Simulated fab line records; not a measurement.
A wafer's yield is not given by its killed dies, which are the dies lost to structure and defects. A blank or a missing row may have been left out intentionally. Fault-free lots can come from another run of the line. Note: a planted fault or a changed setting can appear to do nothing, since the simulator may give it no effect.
The tool behind it: which one?	flow nand_harc	Sampling: 6 lots, 18 wafers, 4 of 1302 route steps

WHAT EACH GAUGE READ, for each wafer
NHARC_A_SGD_CUT_INSPECT_25.
lot	measured	on	raw_defect_count
L572	day 21 22:20	defect_inspect-02	343 324 375
L582	day 24 22:16	defect_inspect-02	997 962 1023 993 948 1024
L584	day 25 21:05	defect_inspect-02	444 416 395
L588	day 27 12:47	defect_inspect-01	376 327 441
L589	day 28 06:54	defect_inspect-01	249 256 228
L591	day 28 18:07	defect_inspect-01	296 335 241

WHAT TOOL EACH LOT RAN ON (gives the tool, then ch and the chambers of the sampled wafers, and finally the start)
lot	NHARC_A_SGD_CUT_DEP_00	NHARC_A_SGD_CUT_ETCH_26	NHARC_A_SGD_CUT_STRIP_28
L572	pecvd-02 ch 0,1, day 21 14:38	wet_bench-06 ch 0,1,7, day 21 21:58	rie_diel-01 ch 0,1,3, day 21 22:20 or earlier
L582	pecvd-04 ch 0,1,2, day 24 14:29	wet_bench-04 ch 0,5,6, day 24 21:53	rie_diel-10 ch 0,1,3, day 24 22:16 or earlier
L584	pecvd-04 ch 0,1,2, day 25 12:35	wet_bench-06 ch 0,2,4, day 25 20:42	rie_diel-01 ch 0,1,3, day 25 21:05 or earlier
L588	pecvd-02 ch 1,2, day 27 04:53	wet_bench-04 ch 0,5,6, day 27 12:23	rie_diel-07 ch 1,2,3, day 27 12:47 or earlier
L589	pecvd-04 ch 0,1,2, day 27 20:49	wet_bench-04 ch 0,5,7, day 28 06:28	rie_diel-10 ch 1,2, day 28 06:54 or earlier
L591	pecvd-04 ch 0,1,2, day 28 10:49	wet_bench-04 ch 1,6,7, day 28 17:41	rie_diel-07 ch 0,1,2, day 28 18:01
- NHARC_A_SGD_CUT_DEP_00: deposits SiNx, target thk 50 nm.
- NHARC_A_SGD_CUT_ETCH_26: etches SiO2 in dHF, target depth 45.8 nm.
- NHARC_A_SGD_CUT_STRIP_28: strips in O2, time 20 s.

THE ANSWER, worked out from the rows above alone
Rule: what is usual is taken from the lots themselves. The widest of any qualifying gaps counts: lots, ordered by their means at a reading, are off when they make up no more than a third of the lots, leave a main group of 4 or more, and stand apart from it by 3 or more times the standard deviation of that group's means. The tables above print the reading to a certain number of digits; a main group whose means all agree to those digits is not used. Also off: a lot with no number at a reading for which 4 or more lots have one. The other lots that the step has rows for count as sound.
Off: L582, at NHARC_A_SGD_CUT_INSPECT_25 (raw_defect_count). Mean 336 and standard deviation 62 in the main group.
If a tool, at a process step before that reading, ran all the lots that are off and no sound lot after the first of them, it fits. The gauges at NHARC_A_SGD_CUT_INSPECT_25 are tried like those tools. NHARC_A_SGD_CUT_STRIP_28: start missing for some lots; hours and lot order therefore follow NHARC_A_SGD_CUT_INSPECT_25. None of those tried fits.

WHAT HAD BEEN PUT IN BY THE SIMULATOR
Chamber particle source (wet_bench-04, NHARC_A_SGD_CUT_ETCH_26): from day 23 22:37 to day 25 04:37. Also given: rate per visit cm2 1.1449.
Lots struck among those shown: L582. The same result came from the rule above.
